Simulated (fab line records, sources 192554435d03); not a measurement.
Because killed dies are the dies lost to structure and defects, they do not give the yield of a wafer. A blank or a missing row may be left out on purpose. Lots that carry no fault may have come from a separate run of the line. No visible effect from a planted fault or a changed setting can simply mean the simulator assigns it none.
Matching of chambers | flow n5 finfet | 4 sister chambers for N5_BEOL_M13_DESCUM_15 on rie diel-04
The step chemistry O2, time 7.9 s. 27 wafers are shown with their chamber, then 12 later ones without.

EACH WAFER AND ITS CHAMBER
wafer  | chamber | drypump motor current A (A) | showerhead plenum p Torr (Torr) | throttle valve pct (%)
L074.4 | 3       | 6.4                         | 1.92                            | 20.67
L074.5 | 0       | 5.9                         | 2.00                            | 20.26
L074.6 | 3       | 6.4                         | 1.92                            | 20.65
L075.1 | 3       | 6.4                         | 1.92                            | 20.67
L075.2 | 0       | 5.9                         | 2.00                            | 20.28
L075.4 | 2       | 6.2                         | 2.05                            | 20.10
L077.1 | 1       | 5.3                         | 2.01                            | 20.30
L077.2 | 0       | 5.9                         | 2.00                            | 20.29
L077.3 | 3       | 6.4                         | 1.92                            | 20.64
L076.1 | 2       | 6.2                         | 2.05                            | 20.11
L076.3 | 0       | 5.9                         | 2.00                            | 20.28
L076.4 | 1       | 5.3                         | 2.01                            | 20.32
L080.1 | 1       | 5.2                         | 2.01                            | 20.34
L080.2 | 0       | 5.9                         | 2.00                            | 20.27
L080.6 | 3       | 6.4                         | 1.92                            | 20.67
L082.2 | 2       | 6.2                         | 2.05                            | 20.13
L082.3 | 3       | 6.4                         | 1.91                            | 20.67
L082.4 | 1       | 5.2                         | 2.01                            | 20.36
L088.2 | 3       | 6.5                         | 1.91                            | 20.70
L088.4 | 1       | 5.3                         | 2.01                            | 20.35
L088.6 | 2       | 6.2                         | 2.05                            | 20.13
L089.1 | 2       | 6.2                         | 2.05                            | 20.12
L089.4 | 0       | 5.9                         | 1.99                            | 20.30
L089.6 | 0       | 5.9                         | 1.99                            | 20.31
L091.4 | 3       | 6.4                         | 1.91                            | 20.71
L091.5 | 1       | 5.2                         | 2.00                            | 20.35
L091.6 | 2       | 6.2                         | 2.05                            | 20.14

SIGNATURES (means of the wafers above)
reading                  | chamber 0 | chamber 1 | chamber 2 | chamber 3 | scatter within a chamber
drypump motor current A  | 5.900     | 5.250     | 6.200     | 6.413     | 0.0321
showerhead plenum p Torr | 1.9971    | 2.0083    | 2.0500    | 1.9163    | 0.00424
throttle valve pct       | 20.2843   | 20.3367   | 20.1217   | 20.6725   | 0.0199
Rule: a wafer lies at a distance from a chamber equal to the root of the sum of squares, over the readings, of (its reading less the chamber's mean, divided by the reading's scatter). The wafer belongs to the nearest chamber; if the next one is less than 2 further off, it can't be placed. The scatter: take each reading less its chamber's mean, square it, sum over the shown wafers, divide by the number of wafers less the number of chambers, and take the root.

WAFERS WITH NO CHAMBER GIVEN
wafer  | drypump motor current A (A) | showerhead plenum p Torr (Torr) | throttle valve pct (%)
L092.1 | 6.4                         | 1.91                            | 20.70
L092.2 | 6.3                         | 2.04                            | 20.16
L092.5 | 5.9                         | 1.99                            | 20.31
L090.2 | 5.3                         | 2.00                            | 20.36
L090.3 | 6.4                         | 1.91                            | 20.71
L090.4 | 5.9                         | 1.99                            | 20.32
L093.2 | 5.9                         | 1.99                            | 20.32
L093.4 | 5.3                         | 2.00                            | 20.36
L093.5 | 6.3                         | 2.04                            | 20.16
L096.3 | 5.9                         | 1.99                            | 20.35
L096.4 | 6.2                         | 2.04                            | 20.16
L096.6 | 5.9                         | 1.99                            | 20.34

WHICH CHAMBER EACH WENT THROUGH
wafer  | from the rows above | in truth
L092.1 | 3                   | 3
L092.2 | 2                   | 2
L092.5 | 0                   | 0
L090.2 | 1                   | 1
L090.3 | 3                   | 3
L090.4 | 0                   | 0
L093.2 | 0                   | 0
L093.4 | 1                   | 1
L093.5 | 2                   | 2
L096.3 | 0                   | 0
L096.4 | 2                   | 2
L096.6 | 0                   | 0
12 of 12 placed correctly. Not placeable from these rows: 0. Number placed wrongly: 0.
